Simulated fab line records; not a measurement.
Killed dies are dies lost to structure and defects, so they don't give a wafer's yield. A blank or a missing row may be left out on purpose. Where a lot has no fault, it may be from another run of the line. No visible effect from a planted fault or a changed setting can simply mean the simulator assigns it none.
Which of the tools did it? ; flow n5 finfet ; 8 lots, 22 wafers sampled, at 8 steps of a route of 1938

## WHAT THE GAUGES READ, wafer by wafer
N5_FIN_SAQP_CD_MEAS_37: target cd 8 nm.
lot;measured;on;cd nm (nm)
L925;day 3 08:32;cd sem-02;8.06 8.14 8.14
L926;day 3 15:23;cd sem-03;7.81 8.19
L930;day 4 13:52;cd sem-02;8.21 7.91 8.32
L932;day 5 02:28;cd sem-01;7.93 7.54 7.80
L933;day 5 09:56;cd sem-01;8.11 8.24 8.13
L934;day 5 17:47;cd sem-02;8.29 8.38 8.19
L935;day 6 00:49;cd sem-03;8.16 8.14 7.63
L940;day 7 02:35;cd sem-02;8.09 8.07

N5_FIN_SAQP_INSPECT_40: inspects for defects (brightfield).
lot;measured;on;raw defect count
L925;day 3 08:40;defect inspect-02;224 193 132
L926;day 3 15:30;defect inspect-01;247 222
L930;day 4 13:59;defect inspect-01;164 402 237
L932;day 5 02:36;defect inspect-01;543 235 533
L933;day 5 10:04;defect inspect-02;524 324 213
L934;day 5 17:54;defect inspect-01;442 495 133
L935;day 6 00:56;defect inspect-02;175 184 233
L940;day 7 02:43;defect inspect-01;134 192

N5_FIN_CUT_INSPECT_10: inspects for defects (brightfield).
lot;measured;on;raw defect count
L925;day 3 09:11;defect inspect-01;40 35 21
L926;day 3 16:01;defect inspect-02;59 39
L930;day 4 14:31;defect inspect-02;33 78 46
L932;day 5 02:59;defect inspect-01;311 41 320
L933;day 5 10:28;defect inspect-02;86 63 48
L934;day 5 18:25;defect inspect-02;315 305 37
L935;day 6 01:27;defect inspect-01;31 27 39
L940;day 7 03:07;defect inspect-02;23 39

N5_FIN_CUT_INSPECT_17: inspects for defects (brightfield).
lot;measured;on;raw defect count
L925;day 3 10:09;defect inspect-01;212 170 118
L926;day 3 16:58;defect inspect-01;256 229
L930;day 4 15:27;defect inspect-01;165 414 230
L932;day 5 04:04;defect inspect-01;536 235 538
L933;day 5 11:25;defect inspect-01;490 289 207
L934;day 5 19:23;defect inspect-02;439 515 145
L935;day 6 02:52;defect inspect-02;182 187 234
L940;day 7 04:19;defect inspect-02;149 209

N5_BEOL_M4_RC_MEAS_101.
lot;measured;on;DIBL_N (mV/V);DIBL_P (mV/V);IOFF_N (nA/um);IOFF_P (nA/um);ION_N (uA/um);ION_P (uA/um);SS_N (mV/dec);SS_P (mV/dec);VT_N (mV);VT_P (mV)
L925;day 8 20:34;prober-01;35.7 33.3 34.0;35.2 34.2 35.0;0.16 0.12 0.12;0.19 0.17 0.19;665 652 651;452 453 457;71.9 70.8 70.7;72.6 72.6 72.9;251 254 256;-254 -253 -251
L926;day 10 22:53;prober-02;36.6 36.7;37.4 37.1;0.16 0.17;0.21 0.20;689 683;469 461;71.8 71.7;73.1 73.0;249 249;-250 -253
L930;day 11 05:39;prober-02;34.9 37.4 36.3;35.3 36.0 35.8;0.14 0.19 0.16;0.21 0.22 0.22;678 669 669;467 460 461;71.3 72.6 71.0;72.5 73.1 73.3;250 248 248;-248 -251 -249
L932;day 11 09:36;prober-01;37.6 31.5 36.7;36.0 28.5 34.3;0.17 0.09 0.17;0.26 0.14 0.23;671 648 681;466 451 471;71.2 69.6 71.2;73.7 72.5 73.0;250 254 246;-246 -254 -243
L933;day 11 11:46;prober-01;36.1 36.9 35.0;35.5 35.6 33.6;0.16 0.19 0.14;0.25 0.24 0.21;674 676 681;467 466 476;72.1 72.6 71.0;73.8 73.7 73.0;249 245 251;-247 -247 -251
L934;day 11 14:35;prober-01;39.9 36.7 36.6;39.5 35.6 35.2;0.23 0.16 0.16;0.33 0.24 0.24;676 674 696;469 469 476;73.1 71.7 71.7;74.4 73.7 73.8;246 250 250;-244 -247 -246
L935;day 11 17:31;prober-01;35.7 34.6 36.0;38.0 36.0 37.9;0.18 0.16 0.16;0.21 0.18 0.20;688 691 665;468 468 458;71.6 71.2 71.8;73.2 72.8 73.8;247 248 250;-251 -252 -252
L940;day 13 06:20;prober-02;37.1 35.6;36.7 35.6;0.18 0.15;0.21 0.20;680 657;467 448;72.7 71.6;73.1 73.5;248 252;-250 -252

## WHAT TOOL EACH LOT RAN ON (gives the tool, then ch and the chambers of the sampled wafers, and finally the start)
lot;N5_FIN_SAQP_PECVD_06;N5_FIN_SAQP_MANDREL1_REMOVE_56;N5_FIN_SAQP_ETCH_57
L925;pecvd-03 ch 0,2, day 3 03:36;rie si-05 ch 1,3, day 3 06:12;rie diel-03 ch 0,1,2, day 3 06:22
L926;pecvd-01 ch 0, day 3 09:42;rie si-05 ch 1,3, day 3 12:18;rie diel-03 ch 0,2, day 3 12:28
L930;pecvd-01 ch 0,1,2, day 4 08:55;rie si-06 ch 0,1,2, day 4 11:45;rie diel-05 ch 0,3, day 4 11:55
L932;pecvd-01 ch 0,2, day 4 21:17;rie si-06 ch 0,1,3, day 5 00:13;rie diel-03 ch 2,3, day 5 00:30
L933;pecvd-02 ch 0,1, day 5 04:58;rie si-05 ch 2,3, day 5 07:30;rie diel-05 ch 0,3, day 5 07:40
L934;pecvd-01 ch 0,1, day 5 10:10;rie si-02 ch 0,1,2, day 5 14:31;rie diel-03 ch 0,2, day 5 14:52
L935;pecvd-02 ch 1,2, day 5 17:07;rie si-06 ch 0,1, day 5 22:29;rie diel-05 ch 0,1,3, day 5 22:41
L940;pecvd-02 ch 0,2, day 6 21:18;rie si-05 ch 0,2, day 7 00:10;rie diel-03 ch 1,2, day 7 00:34
- N5_FIN_SAQP_PECVD_06: deposits a-Si from SiH4/He, target thk 60 nm, time 48.1 s.
- N5_FIN_SAQP_MANDREL1_REMOVE_56: chemistry HBr/Cl2/O2, target a-Si, stops on SiNx, bt time 10 s.
- N5_FIN_SAQP_ETCH_57: etches SiNx in CH3F/O2, target depth 32.5 nm, time 46.4 s.

## WHAT THE TOOLS THEMSELVES READ (means of the sampled wafers that have a number; where no wafer has one, the mark that the record gives instead)
N5_FIN_SAQP_PECVD_06.
lot;tool;heater power w (W);showerhead plenum p Torr (Torr);throttle valve pct (%)
L925;pecvd-03;846;5.61;17.5
L926;pecvd-01;739;5.65;17.2
L930;pecvd-01;775;5.62;18.0
L932;pecvd-01;761;5.65;17.2
L933;pecvd-02;838;5.68;18.4
L934;pecvd-01;722;5.62;17.9
L935;pecvd-02;935;5.71;17.8
L940;pecvd-02;990;5.69;17.9

N5_FIN_SAQP_MANDREL1_REMOVE_56.
lot;tool;bias w (W);drypump motor current A (A);mfc cl2 sccm (sccm);oes product au (a.u.);throttle valve pct (%)
L925;rie si-05;21.94;5.6;80.04;1.000;36.9
L926;rie si-05;21.99;5.7;79.88;0.997;36.7
L930;rie si-06;22.00;5.3;80.05;0.994;36.7
L932;rie si-06;22.04;5.4;80.01;0.997;36.6
L933;rie si-05;21.97;5.7;80.29;1.004;36.8
L934;rie si-02;22.01;5.2;80.02;1.000;36.6
L935;rie si-06;21.99;5.3;79.97;0.975;37.0
L940;rie si-05;21.95;6.1;80.00;1.005;37.0

N5_FIN_SAQP_ETCH_57.
lot;tool;bias w (W);drypump motor current A (A);etch rf on time s (s);oes_ar_750_au (a.u.);oes product au (a.u.);rf vpp V (V);showerhead plenum p Torr (Torr);throttle valve pct (%)
L925;rie diel-03;73.15;5.9;46.2;0.77;0.66;306;2.06;16.65
L926;rie diel-03;73.00;5.9;45.1;0.81;0.69;306;2.10;16.61
L930;rie diel-05;73.20;5.7;44.7;0.78;0.67;305;2.01;16.40
L932;rie diel-03;73.01;5.8;46.6;0.90;0.75;301;2.11;16.51
L933;rie diel-05;72.76;5.8;45.1;0.77;0.67;304;2.00;16.43
L934;rie diel-03;72.99;5.9;46.1;0.75;0.64;306;2.09;16.61
L935;rie diel-05;73.20;5.6;45.8;0.77;0.67;308;2.04;16.31
L940;rie diel-03;73.37;6.1;46.4;0.92;0.77;307;2.05;16.54

## THE ANSWER, worked out from the rows above alone
Rule: the lots themselves supply what counts as usual. The widest of any qualifying gaps counts: lots, ordered by their means at a reading, are off when they make up no more than a third of the lots, leave a main group of 4 or more, and stand apart from it by 3 or more times the standard deviation of that group's means. If all means in a main group match to the digits the tables above print for the reading, that group is not used. A lot without any number at a reading at which 4 lots or more have one is off too. All remaining lots with rows at the step are treated as sound. Order of review: gauges by route order, followed by the tools' own readings, for which a lot's mean as printed above is used. At the first step where some lot is off, the reading lying furthest off is the one used; lots without a number count as furthest.
Off: L932, L934 (N5_FIN_CUT_INSPECT_10, raw defect count). The main group has a mean of 44 with a standard deviation of 13.
If a tool, at a process step before that reading, ran all the lots that are off and no sound lot after the first of them, it fits. Gauges at N5_FIN_CUT_INSPECT_10: tried the same way as those tools. One fits: pecvd-01 at N5_FIN_SAQP_PECVD_06. Its last sound lot is L930 (day 4 08:55), its first lot that is off L932 (day 4 21:17): a fault that began between those two fits.

## WHAT THE SIMULATOR HAD PUT IN
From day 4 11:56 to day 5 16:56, pecvd-01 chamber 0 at N5_FIN_SAQP_PECVD_06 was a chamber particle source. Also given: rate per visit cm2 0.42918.
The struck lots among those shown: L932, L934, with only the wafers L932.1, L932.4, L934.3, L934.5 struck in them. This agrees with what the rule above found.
